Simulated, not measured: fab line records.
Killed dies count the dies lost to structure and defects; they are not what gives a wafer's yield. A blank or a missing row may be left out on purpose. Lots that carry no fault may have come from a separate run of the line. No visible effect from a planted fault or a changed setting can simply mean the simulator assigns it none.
fab line records	flow n5_finfet
record lots=7	wafers=21
route steps=1938 shown BEOL_M7@1302 BEOL_M8@1362 BEOL_M9@1440 BEOL_M10@1496
start_h: start of the lot's first displayed wafer, in hours after the record's first day	wait_h: time in hours since the lot's previous step	" unchanged from the row above	L1.1+2: a single row standing in for several wafers	- no value present, or no start provided	* or withheld: withheld	< > ~ a bound
route shown NAME@n: names a module that has steps shown in the file, with the first one's number in the route	usual: average and standard deviation across the fault-free wafers	same: alike in all rows	chamber/n: place in a boat	sites: per-site readings	_std_site: their standard deviation	_edge_site: outer sites' mean less inner sites'	radius_mm: for every site, how far away it sits from the centre of the wafer	mask NAME#n: copy n	behind: the last tool/chamber to shape the wafer	hold: cause of the lot's hold/its duration in hours/its outcome	device: the n, p or np transistor that did not switch	end of line: the tests these same wafers got at the end of their route	step lacking rows: just its recipe	killed: dies lost to structure and defects at the first sort, not the wafer's yield	map: a wafer's dies, x killed, . not, _ none there
set.NAME: the run value of the setting; set.NAME@STEP: its run value at that earlier step	model.NAME: the simulator's own value behind a step, which no gauge read
lots run with intentionally changed settings; tables by step, rows by wafer
## steps
# step N5_BEOL_M7_ETCH_66
# recipe chemistry=N2/H2	target=SOC	target_depth_a=800	overetch_a=160	mask_material=SiARC	temp_c=40	time_s=120	ion_energy_ev=200	pressure_mtorr=30	source_w=840	bias_w=150	n2_flow_sccm=200	h2_flow_sccm=200
lot.wafer	tool	chamber	start_h	wait_h	set.time_s	model.SiARC_of_BEOL_M7_COAT_64.thk_nm
L075.1	rie_diel-03	0	194.90	0.0	110.5	7
L075.3	"	3	"	"	110.5	6.8
L075.4	"	1	"	"	120	6.4
L077.2	rie_diel-02	3	206.00	0.0	120	6.4
L077.3	"	1	"	"	120	6.2
L077.6	"	2	"	"	144.6	5
L078.2	rie_diel-01	1	206.42	0.0	120	6.4
L078.4	"	3	"	"	120	6.8
L078.5	"	2	"	"	120	6
L082.2	rie_diel-02	1	242.91	0.0	104.5	7
L082.4	"	3	"	"	120	6.4
L082.6	"	3	"	"	104.5	7.2
L084.1	rie_diel-03	0	252.09	0.0	102.5	7.2
L084.3	"	2	"	"	120	6
L084.6	"	3	"	"	120	6.4
L091.1	rie_diel-03	2	293.73	0.0	133.9	5.4
L091.2	"	1	"	"	133.9	5.6
L091.3	"	3	"	"	120	6.4
L095.3	rie_diel-02	0	318.72	0.0	120	6.8
L095.5	"	2	"	"	120	6.2
L095.6	"	3	"	"	120	6.4
# step N5_BEOL_M7_TRENCH_ETCH_37
# recipe chemistry=C4F6/O2	target_depth_a=934.78	target=SiCOH_lowk	time_s=31.2	ion_energy_ev=250	pressure_mtorr=30	source_w=345	bias_w=185	Ar_flow_sccm=300	C4F6_flow_sccm=10	O2_flow_sccm=10
# usual rf_vpp_V=665/25
lot.wafer	tool	chamber	start_h	wait_h	set.bias_w	rf_vpp_V
L075.1	rie_diel-03	0	-	-	185	700
L075.3	"	3	"	"	153.2	536
L075.4	"	1	"	"	185	673
L077.2	rie_diel-02	3	-	-	185	669
L077.3	"	1	"	"	165.2	617
L077.6	"	2	"	"	185	669
L078.2	rie_diel-01	1	-	-	174.2	609
L078.4	"	3	"	"	174.2	642
L078.5	"	2	"	"	174.2	664
L082.2	rie_diel-02	1	-	-	162.1	607
L082.4	"	3	"	"	185	669
L082.6	"	3	"	"	185	671
L084.1	rie_diel-03	0	-	-	185	700
L084.3	"	2	"	"	169.5	623
L084.6	"	3	"	"	169.5	580
L091.1	rie_diel-03	2	-	-	185	668
L091.2	"	1	"	"	185	671
L091.3	"	3	"	"	185	623
L095.3	rie_diel-02	0	-	-	185	635
L095.5	"	2	"	"	185	671
L095.6	"	3	"	"	185	668
# step N5_BEOL_M8_EXPOSE_25
# recipe mask_id=V7	na=0.33	source_shape=annular	sigma_inner=0.4	sigma_outer=0.8	polarization=unpolarized	target_cd_nm=40	dose_mj=42.5
lot.wafer	tool	chamber	start_h	wait_h	mask	set.dose_mj
L075.1	euv_scanner-02	0	202.22	-	V7#0	45.68
L075.3+4	"	0	"	"	V7#0	42.5
L077.2+3+6	euv_scanner-01	0	214.37	-	V7#0	40.51
L078.2+4	euv_scanner-01	0	214.42	-	V7#0	42.5
L078.5	"	0	"	"	V7#0	44.92
L082.2+4+6	euv_scanner-01	0	251.85	-	V7#0	42.5
L084.1	euv_scanner-01	0	261.79	-	V7#0	40.81
L084.3+6	"	0	"	"	V7#0	42.5
L091.1	euv_scanner-01	0	299.64	-	V7#0	42.5
L091.2+3	"	0	"	"	V7#0	40.17
L095.3+5+6	euv_scanner-02	0	326.36	-	V7#0	42.5
# step N5_BEOL_M8_PEB_26
# recipe peb_temp_c=100	peb_time_s=60	resist=CAR-EUV
# step N5_BEOL_M8_DEVELOP_27
# recipe develop_time_s=30	developer=TMAH	resist=CAR-EUV	rinse_liquid=surfactant_rinse	dry=air_spin	dev_temp_c=23
# step N5_BEOL_M8_CD_MEAS_28
# recipe target_cd_nm=40	landing_energy_ev=500	detector=se_inlens
# usual cd_nm=39.96/0.27
lot.wafer	tool	chamber	start_h	wait_h	set.dose_mj@BEOL_M8_EXPOSE_25	cd_nm
L075.1	cd_sem-03	0	202.35	-	45.68	41.75
L075.3	"	0	"	"	42.5	40.16
L075.4	"	0	"	"	42.5	40.40
L077.2	cd_sem-02	0	214.50	-	40.51	38.84
L077.3	"	0	"	"	40.51	38.97
L077.6	"	0	"	"	40.51	38.86
L078.2	cd_sem-02	0	214.54	-	42.5	40.52
L078.4	"	0	"	"	42.5	39.93
L078.5	"	0	"	"	44.92	41.33
L082.2	cd_sem-02	0	251.97	-	42.5	39.71
L082.4	"	0	"	"	42.5	39.84
L082.6	"	0	"	"	42.5	39.82
L084.1	cd_sem-01	0	261.92	-	40.81	39.01
L084.3	"	0	"	"	42.5	39.46
L084.6	"	0	"	"	42.5	39.79
L091.1	cd_sem-01	0	299.77	-	42.5	39.81
L091.2	"	0	"	"	40.17	38.22
L091.3	"	0	"	"	40.17	38.74
L095.3	cd_sem-03	0	326.48	-	42.5	39.75
L095.5	"	0	"	"	42.5	39.72
L095.6	"	0	"	"	42.5	39.86
# step N5_BEOL_M8_DESCUM_33
# recipe chemistry=O2	time_s=7	source_power_w=50	bias_power_w=20	pressure_mtorr=20	rf_frequency_hz=2.712e+07	temp_c=40	resist=CAR-EUV	o2_flow_sccm=225
lot.wafer	tool	chamber	start_h	wait_h	set.dose_mj@BEOL_M8_EXPOSE_25	model.BEOL_M8.cd_nm
L075.1	rie_diel-04	2	202.47	0.0	45.68	41.8
L075.3	"	0	"	"	42.5	40
L075.4	"	1	"	"	42.5	40.4
L077.2	rie_diel-04	0	214.62	0.0	40.51	39
L077.3	"	1	"	"	40.51	39.2
L077.6	"	3	"	"	40.51	38.8
L078.2+4	rie_diel-06	1,3	214.67	0.0	42.5	40.2
L078.5	"	2	"	"	44.92	41.4
L082.2	rie_diel-06	1	253.29	1.2	42.5	39.6
L082.4	"	0	"	"	42.5	40.2
L082.6	"	2	"	"	42.5	39.8
L084.1	rie_diel-05	1	263.27	1.3	40.81	38.8
L084.3+6	"	2,1	"	"	42.5	39.8
L091.1	rie_diel-04	0	299.89	0.0	42.5	39.8
L091.2+3	"	2,3	"	"	40.17	38.4
L095.3+5	rie_diel-04	2,3	326.81	0.2	42.5	39.6
L095.6	"	2	"	"	42.5	39.4
# step N5_BEOL_M8_ETCH_72
# recipe chemistry=N2/H2	target=underlayer	target_depth_a=65	mask_material=CAR-EUV	time_s=5.2	ion_energy_ev=200	pressure_mtorr=30	source_w=840	bias_w=150	n2_flow_sccm=200	h2_flow_sccm=200	ends=cleared
lot.wafer	tool	chamber	start_h	wait_h	set.dose_mj@BEOL_M8_EXPOSE_25	model.BEOL_M8.cd_nm
L075.1	rie_diel-04	2	202.51	0.0	45.68	41.8
L075.3	"	0	"	"	42.5	40
L075.4	"	1	"	"	42.5	40.2
L077.2+3	rie_diel-04	0,1	214.66	0.0	40.51	39.2
L077.6	"	3	"	"	40.51	38.8
L078.2	rie_diel-06	1	214.70	0.0	42.5	40
L078.4	"	3	"	"	42.5	40.2
L078.5	"	2	"	"	44.92	41.4
L082.2	rie_diel-06	1	253.32	0.0	42.5	39.4
L082.4	"	0	"	"	42.5	40
L082.6	"	2	"	"	42.5	39.8
L084.1	rie_diel-05	1	263.30	0.0	40.81	38.8
L084.3+6	"	2,1	"	"	42.5	39.8
L091.1	rie_diel-04	0	299.93	0.0	42.5	39.8
L091.2+3	"	2,3	"	"	40.17	38.2
L095.3+6	rie_diel-04	2	326.84	0.0	42.5	39.4
L095.5	"	3	"	"	42.5	39.6
# step N5_BEOL_M8_ETCH_65
# recipe chemistry=CF4	target=SiARC	target_depth_a=156	mask_material=CAR-EUV	time_s=26	ion_energy_ev=80	pressure_mtorr=40	source_w=545	bias_w=36	Ar_flow_sccm=100	cf4_flow_sccm=100	ends=cleared
lot.wafer	tool	chamber	start_h	wait_h	set.dose_mj@BEOL_M8_EXPOSE_25	model.BEOL_M8.cd_nm
L075.1	rie_diel-04	2	202.52	0.0	45.68	41.8
L075.3	"	0	"	"	42.5	39.8
L075.4	"	1	"	"	42.5	40
L077.2+3	rie_diel-04	0,1	214.67	0.0	40.51	39
L077.6	"	3	"	"	40.51	38.6
L078.2	rie_diel-06	1	214.72	0.0	42.5	39.8
L078.4	"	3	"	"	42.5	40
L078.5	"	2	"	"	44.92	41.2
L082.2	rie_diel-06	1	253.34	0.0	42.5	39.2
L082.4	"	0	"	"	42.5	40.2
L082.6	"	2	"	"	42.5	39.6
L084.1	rie_diel-05	1	263.32	0.0	40.81	39
L084.3	"	2	"	"	42.5	39.6
L084.6	"	1	"	"	42.5	40
L091.1	rie_diel-04	0	299.94	0.0	42.5	39.8
L091.2	"	2	"	"	40.17	38
L091.3	"	3	"	"	40.17	38.2
L095.3	rie_diel-04	2	326.86	0.0	42.5	39.2
L095.5	"	3	"	"	42.5	39.4
L095.6	"	2	"	"	42.5	39
# step N5_BEOL_M9_ETCH_66
# recipe chemistry=N2/H2	target=SOC	target_depth_a=800	overetch_a=160	mask_material=SiARC	temp_c=40	time_s=120	ion_energy_ev=200	pressure_mtorr=30	source_w=840	bias_w=150	n2_flow_sccm=200	h2_flow_sccm=200
lot.wafer	tool	chamber	start_h	wait_h	set.time_s	model.SiARC_of_BEOL_M9_COAT_64.thk_nm
L075.1+4	rie_diel-01	2	209.83	0.0	144.3	4.8
L075.3	"	1	"	"	120	6.4
L078.2+4	rie_diel-02	2,1	223.14	0.0	142.4	5
L078.5	"	3	"	"	120	6.4
L077.2	rie_diel-01	3	223.65	0.0	120	6.8
L077.3	"	2	"	"	144	4.8
L077.6	"	1	"	"	144	5.2
L082.2	rie_diel-02	1	265.53	0.0	120	6.2
L082.4	"	2	"	"	120	6
L082.6	"	0	"	"	120	6.6
L084.1+6	rie_diel-02	3	272.54	0.0	120	6.6
L084.3	"	2	"	"	120	6.2
L091.1	rie_diel-03	3	307.00	0.0	98.49	7.6
L091.2	"	2	"	"	98.49	7.2
L091.3	"	1	"	"	120	6.4
L095.3	rie_diel-02	0	335.05	0.0	120	6.8
L095.5+6	"	2,1	"	"	120	6.2
# step N5_BEOL_M9_TRENCH_ETCH_37
# recipe chemistry=C4F6/O2	target_depth_a=1514.3	target=SiCOH_lowk	time_s=49	ion_energy_ev=250	pressure_mtorr=30	source_w=345	bias_w=185	Ar_flow_sccm=300	C4F6_flow_sccm=10	O2_flow_sccm=10
lot.wafer	tool	chamber	start_h	wait_h	set.time_s	model.BEOL_M9.feature_depth_nm	model.etch.depth_nm
L075.1	rie_diel-01	2	-	-	43.54	133.4	133.3
L075.3	"	1	"	"	43.54	134.2	134.1
L075.4	"	2	"	"	49	149.8	149.8
L078.2	rie_diel-02	2	-	-	49	152.6	152.6
L078.4	"	1	"	"	55.44	171.6	171.6
L078.5	"	3	"	"	55.44	169.4	169.4
L077.2	rie_diel-01	3	-	-	49	143.6	143.6
L077.3	"	2	"	"	49	150.8	150.8
L077.6	"	1	"	"	49	152.4	152.4
L082.2	rie_diel-02	1	-	-	49	153	152.9
L082.4	"	2	"	"	58.56	183.6	183.6
L082.6	"	0	"	"	58.56	177.4	177.3
L084.1	rie_diel-02	3	-	-	49	149.4	149.5
L084.3	"	2	"	"	49	151.2	151.2
L084.6	"	3	"	"	49	147.6	147.7
L091.1	rie_diel-03	3	-	-	45.64	142.2	142.2
L091.2	"	2	"	"	49	151.4	151.5
L091.3	"	1	"	"	45.64	138.8	138.7
L095.3	rie_diel-02	0	-	-	49	148	148
L095.5	"	2	"	"	49	151.2	151.3
L095.6	"	1	"	"	49	149.6	149.7
# step N5_BEOL_M9_ETCH_41
# recipe chemistry=CH3F/O2	target=SiCN	target_depth_a=366	taper_deg=2	time_s=70.1	ion_energy_ev=120	mask_material=TiN	pressure_mtorr=30	source_w=395	bias_w=75	Ar_flow_sccm=150	CH3F_flow_sccm=30	O2_flow_sccm=20
# step N5_BEOL_M9_STRIP_80
# recipe chemistry=N2/H2	time_s=10	power_w=450	temp_c=40	pressure_mtorr=20	rf_frequency_hz=6e+07	bias_power_w=7	n2_flow_sccm=200	h2_flow_sccm=200
# step N5_BEOL_M9_OCD_MEAS_38
# usual trench_depth_nm=150/4.1
lot.wafer	tool	chamber	start_h	wait_h	set.time_s@BEOL_M9_TRENCH_ETCH_37	trench_depth_nm
L075.1	ocd-01	-	210.21	-	43.54	133
L075.3	"	-	"	"	43.54	134
L075.4	"	-	"	"	49	150
L078.2	ocd-01	-	223.52	-	49	152
L078.4	"	-	"	"	55.44	171
L078.5	"	-	"	"	55.44	169
L077.2	ocd-01	-	224.02	-	49	143
L077.3	"	-	"	"	49	151
L077.6	"	-	"	"	49	153
L082.2	ocd-01	-	265.91	-	49	153
L082.4	"	-	"	"	58.56	183
L082.6	"	-	"	"	58.56	177
L084.1	ocd-01	-	272.92	-	49	150
L084.3	"	-	"	"	49	151
L084.6	"	-	"	"	49	148
L091.1	ocd-01	-	307.38	-	45.64	142
L091.2	"	-	"	"	49	151
L091.3	"	-	"	"	45.64	139
L095.3	ocd-01	-	335.43	-	49	148
L095.5	"	-	"	"	49	152
L095.6	"	-	"	"	49	149
# step N5_BEOL_M9_HM_STRIP_39
# recipe chemistry=peroxide_tin_strip	material=TiN	target_depth_a=250	temp_c=50	time_s=158
# step N5_BEOL_M9_SRD_40
# recipe time_s=30	temp_c=23	rinse_liquid=diw	dry=ipa_marangoni
# step N5_BEOL_M9_ECD_50
# recipe material=Cu	target_thk_a=3180
# step N5_BEOL_M9_ANNEAL_51
# recipe temp_c=225	time_s=90	ambient=N2
# step N5_BEOL_M9_CMP_52
# recipe stop_on=SiCOH_lowk	t_overpolish_s=7	down_force_psi=1	platen_rpm=50	clearing_platen_down_force_psi=1.5	clearing_platen_rpm=50	post_cmp_clean=cu_alkaline	target_thk_nm=140	clearing_platen_pad_velocity_m_s=0.99484	pad_velocity_m_s=0.99484
lot.wafer	tool	chamber	start_h	wait_h	set.time_s@BEOL_M9_TRENCH_ETCH_37	model.Cu_of_BEOL_M9_ECD_50.thk_nm
L075.3	cmp-01	0	212.23	0.2	43.54	121
L075.4	"	1	"	"	49	138.6
L075.1	"	3	"	"	43.54	123.2
L078.2	cmp-04	2	225.39	0.2	49	141.6
L078.4	"	3	"	"	55.44	159.8
L078.5	"	2	"	"	55.44	158.4
L077.2	cmp-02	0	226.00	0.3	49	133
L077.3	"	1	"	"	49	140.4
L077.6	"	3	"	"	49	140.2
L082.2	cmp-01	1	268.02	0.2	49	142.2
L082.4	"	3	"	"	58.56	172.8
L082.6	"	2	"	"	58.56	164.8
L084.1	cmp-02	0	275.07	0.3	49	136.8
L084.3	"	1	"	"	49	139.4
L084.6	"	1	"	"	49	135
L091.3	cmp-01	1	311.19	0.2	45.64	129.6
L091.2	"	2	"	"	49	141.2
L091.1	"	0	"	"	45.64	130.2
L095.3	cmp-02	3	337.37	0.3	49	136.2
L095.6	"	0	"	"	49	138.4
L095.5	"	1	"	"	49	139.8
# step N5_BEOL_M9_THK_MEAS_53
# recipe thk_meas_gauge=xrf	reads=Cu_of_BEOL_M9_ECD_50
# usual M9_THK=140/4.4
lot.wafer	tool	chamber	start_h	wait_h	set.time_s@BEOL_M9_TRENCH_ETCH_37	M9_THK[nm]
L075.1	film_metro-01	-	212.53	-	43.54	123
L075.3	"	-	"	"	43.54	121
L075.4	"	-	"	"	49	139
L078.2	film_metro-01	-	225.68	-	49	141
L078.4	"	-	"	"	55.44	160
L078.5	"	-	"	"	55.44	158
L077.2	film_metro-02	-	226.22	-	49	134
L077.3	"	-	"	"	49	142
L077.6	"	-	"	"	49	142
L082.2	film_metro-01	-	268.32	-	49	144
L082.4	"	-	"	"	58.56	174
L082.6	"	-	"	"	58.56	166
L084.1	film_metro-02	-	275.36	-	49	137
L084.3	"	-	"	"	49	140
L084.6	"	-	"	"	49	136
L091.1	film_metro-01	-	311.49	-	45.64	130
L091.2	"	-	"	"	49	141
L091.3	"	-	"	"	45.64	130
L095.3	film_metro-02	-	337.56	-	49	137
L095.5	"	-	"	"	49	141
L095.6	"	-	"	"	49	139
# step N5_BEOL_M9_PRE_CLEAN_55
# recipe gas=NH3	time_s=15	temp_c=withheld	rf_power_w=300
# step N5_BEOL_M9_DEP_56
# recipe material=SiCN	target_thk_a=150	temp_c=withheld	precursor=3MS/NH3	pressure_torr=3	rf_w=202	time_s=26.5
# step N5_BEOL_M9_RS_MEAS_57
# recipe thk_meas_gauge=four-point-probe	reads=Cu_of_BEOL_M9_ECD_50+Co_of_BEOL_M9_CVD_78+TaN_of_BEOL_M9_ALD_74
# usual M9_RS=0.153/0.0053
lot.wafer	tool	chamber	start_h	wait_h	set.time_s@BEOL_M9_TRENCH_ETCH_37	M9_RS[ohm/sq]
L075.1	film_metro-01	-	212.69	0.1	43.54	0.174
L075.3	"	-	"	"	43.54	0.177
L075.4	"	-	"	"	49	0.153
L078.2	film_metro-02	-	225.82	0.1	49	0.149
L078.4	"	-	"	"	55.44	0.130
L078.5	"	-	"	"	55.44	0.132
L077.2	film_metro-02	-	226.49	0.1	49	0.159
L077.3	"	-	"	"	49	0.150
L077.6	"	-	"	"	49	0.151
L082.2	film_metro-02	-	268.45	0.1	49	0.148
L082.4	"	-	"	"	58.56	0.120
L082.6	"	-	"	"	58.56	0.126
L084.1	film_metro-02	-	275.50	0.1	49	0.155
L084.3	"	-	"	"	49	0.152
L084.6	"	-	"	"	49	0.157
L091.1	film_metro-01	-	311.62	0.1	45.64	0.163
L091.2	"	-	"	"	49	0.150
L091.3	"	-	"	"	45.64	0.165
L095.3	film_metro-01	-	337.72	0.1	49	0.155
L095.5	"	-	"	"	49	0.151
L095.6	"	-	"	"	49	0.153
# step N5_BEOL_M10_COAT_22
# recipe resist=CAR-ArF	spin_rpm=1500	resist_thk_nm=90
lot.wafer	tool	chamber	start_h	wait_h	set.spin_rpm	model.CAR-ArF_of_BEOL_M10_COAT_22.thk_nm
L075.1	litho_track-01	0	-	-	1500	90.2
L075.3	"	0	"	"	1626	86.8
L075.4	"	0	"	"	1500	90
L077.2	litho_track-01	0	-	-	1500	89.6
L077.3	"	0	"	"	1376	93.6
L077.6	"	0	"	"	1376	93.8
L078.2	litho_track-03	0	-	-	1574	88
L078.4+5	"	0	"	"	1500	90
L082.2	litho_track-03	0	-	-	1500	90.4
L082.4	"	0	"	"	1500	90.6
L082.6	"	0	"	"	1500	91
L084.1+6	litho_track-01	0	-	-	1500	90.2
L084.3	"	0	"	"	1372	94
L091.1	litho_track-01	0	-	-	1550	88.2
L091.2+3	"	0	"	"	1500	90
L095.3	litho_track-02	0	-	-	1500	89.6
L095.5+6	"	0	"	"	1500	89.4
# step N5_BEOL_M10_PEB_26
# recipe peb_temp_c=withheld	peb_time_s=60	resist=CAR-ArF
lot.wafer	tool	chamber	start_h	wait_h	set.peb_time_s
L075.1+4	litho_track-02	0	216.89	0.1	60
L075.3	"	0	"	"	68.8
L077.2+3	litho_track-03	0	231.94	0.1	60
L077.6	"	0	"	"	50.91
L078.2+5	litho_track-01	0	232.28	0.1	72.79
L078.4	"	0	"	"	60
L082.2+4+6	litho_track-02	0	271.94	0.1	60
L084.1+3+6	litho_track-03	0	280.66	0.1	65.02
L091.1+3	litho_track-01	0	317.31	0.1	56.52
L091.2	"	0	"	"	60
L095.3+5+6	litho_track-02	0	342.14	0.0	60
# step N5_BEOL_M10_DEVELOP_27
# recipe develop_time_s=30	developer=TMAH	resist=CAR-ArF	rinse_liquid=diw	dry=air_spin	dev_temp_c=23
# step N5_BEOL_M10_CD_MEAS_28
# recipe target_cd_nm=70	landing_energy_ev=500	detector=se_inlens	polarity=opening
# usual cd_nm=70.3/1.2
lot.wafer	tool	chamber	start_h	wait_h	set.peb_time_s@BEOL_M10_PEB_26	cd_nm
L075.1	cd_sem-01	0	216.96	-	60	68.7
L075.3	"	0	"	"	68.8	76.7
L075.4	"	0	"	"	60	70.5
L077.2	cd_sem-02	0	232.01	-	60	70.0
L077.3	"	0	"	"	60	70.2
L077.6	"	0	"	"	50.91	60.8
L078.2	cd_sem-01	0	232.35	-	72.79	77.4
L078.4	"	0	"	"	60	71.1
L078.5	"	0	"	"	72.79	79.1
L082.2	cd_sem-02	0	272.00	-	60	70.3
L082.4	"	0	"	"	60	68.2
L082.6	"	0	"	"	60	71.5
L084.1	cd_sem-02	0	280.72	-	65.02	75.4
L084.3	"	0	"	"	65.02	71.4
L084.6	"	0	"	"	65.02	74.6
L091.1	cd_sem-01	0	317.38	-	56.52	67.4
L091.2	"	0	"	"	60	67.4
L091.3	"	0	"	"	56.52	65.2
L095.3	cd_sem-03	0	342.21	-	60	72.6
L095.5	"	0	"	"	60	70.6
L095.6	"	0	"	"	60	72.9
# step N5_BEOL_M10_DESCUM_33
# recipe chemistry=O2	time_s=7.9	source_power_w=50	bias_power_w=20	pressure_mtorr=20	rf_frequency_hz=2.712e+07	temp_c=40	resist=CAR-ArF	o2_flow_sccm=225
lot.wafer	tool	chamber	start_h	wait_h	set.spin_rpm@BEOL_M10_COAT_22	model.CAR-ArF_of_BEOL_M10_COAT_22.thk_nm
L075.1	rie_diel-05	1	217.05	0.0	1500	83.8
L075.3	"	3	"	"	1626	80
L075.4	"	0	"	"	1500	83.4
L077.2	rie_diel-04	0	232.24	0.2	1500	83
L077.3	"	3	"	"	1376	87.2
L077.6	"	3	"	"	1376	87.4
L078.2	rie_diel-04	1	232.81	0.4	1574	81.4
L078.4	"	0	"	"	1500	83.4
L078.5	"	3	"	"	1500	83.6
L082.2	rie_diel-06	2	272.09	0.0	1500	83.8
L082.4+6	"	0,2	"	"	1500	84.2
L084.1+6	rie_diel-05	0,1	280.81	0.0	1500	83.6
L084.3	"	3	"	"	1372	87.4
L091.1	rie_diel-05	0	317.47	0.0	1550	81.6
L091.2+3	"	1,3	"	"	1500	83.4
L095.3	rie_diel-06	1	342.34	0.1	1500	83.2
L095.5+6	"	1,0	"	"	1500	83
## key
split step=N5_BEOL_M7_ETCH_66	setting=time_s	stated=120	by=wafer
response step=N5_BEOL_M7_ETCH_66	reading=model.SiARC_of_BEOL_M7_COAT_64.thk_nm	change=-0.0649	per=1%	r=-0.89
split step=N5_BEOL_M7_TRENCH_ETCH_37	setting=bias_w	stated=185	by=wafer
response step=N5_BEOL_M7_TRENCH_ETCH_37	reading=rf_vpp_V	change=+7.48	per=1%	r=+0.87
split step=N5_BEOL_M8_EXPOSE_25	setting=dose_mj	stated=42.5	by=wafer
response step=N5_BEOL_M8_CD_MEAS_28	reading=cd_nm	change=+0.201	per=1%	r=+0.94
response step=N5_BEOL_M8_DESCUM_33	reading=model.BEOL_M8.cd_nm	change=+0.227	per=1%	r=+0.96
response step=N5_BEOL_M8_ETCH_72	reading=model.BEOL_M8.cd_nm	change=+0.245	per=1%	r=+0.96
response step=N5_BEOL_M8_ETCH_65	reading=model.BEOL_M8.cd_nm	change=+0.254	per=1%	r=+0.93
split step=N5_BEOL_M9_ETCH_66	setting=time_s	stated=120	by=wafer
response step=N5_BEOL_M9_ETCH_66	reading=model.SiARC_of_BEOL_M9_COAT_64.thk_nm	change=-0.076	per=1%	r=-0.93
split step=N5_BEOL_M9_TRENCH_ETCH_37	setting=time_s	stated=49	by=wafer
response step=N5_BEOL_M9_TRENCH_ETCH_37	reading=model.BEOL_M9.feature_depth_nm	change=+1.41	per=1%	r=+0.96
response step=N5_BEOL_M9_TRENCH_ETCH_37	reading=model.etch.depth_nm	change=+1.42	per=1%	r=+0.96
response step=N5_BEOL_M9_OCD_MEAS_38	reading=trench_depth_nm	change=+1.42	per=1%	r=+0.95
response step=N5_BEOL_M9_CMP_52	reading=model.Cu_of_BEOL_M9_ECD_50.thk_nm	change=+1.39	per=1%	r=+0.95
response step=N5_BEOL_M9_THK_MEAS_53	reading=M9_THK	change=+1.41	per=1%	r=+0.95
response step=N5_BEOL_M9_RS_MEAS_57	reading=M9_RS	change=-0.0015	per=1%	r=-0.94
split step=N5_BEOL_M10_COAT_22	setting=spin_rpm	stated=1500	by=wafer
response step=N5_BEOL_M10_COAT_22	reading=model.CAR-ArF_of_BEOL_M10_COAT_22.thk_nm	change=-0.445	per=1%	r=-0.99
response step=N5_BEOL_M10_DESCUM_33	reading=model.CAR-ArF_of_BEOL_M10_COAT_22.thk_nm	change=-0.464	per=1%	r=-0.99
split step=N5_BEOL_M10_PEB_26	setting=peb_time_s	stated=60	by=wafer
response step=N5_BEOL_M10_CD_MEAS_28	reading=cd_nm	change=+0.435	per=1%	r=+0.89
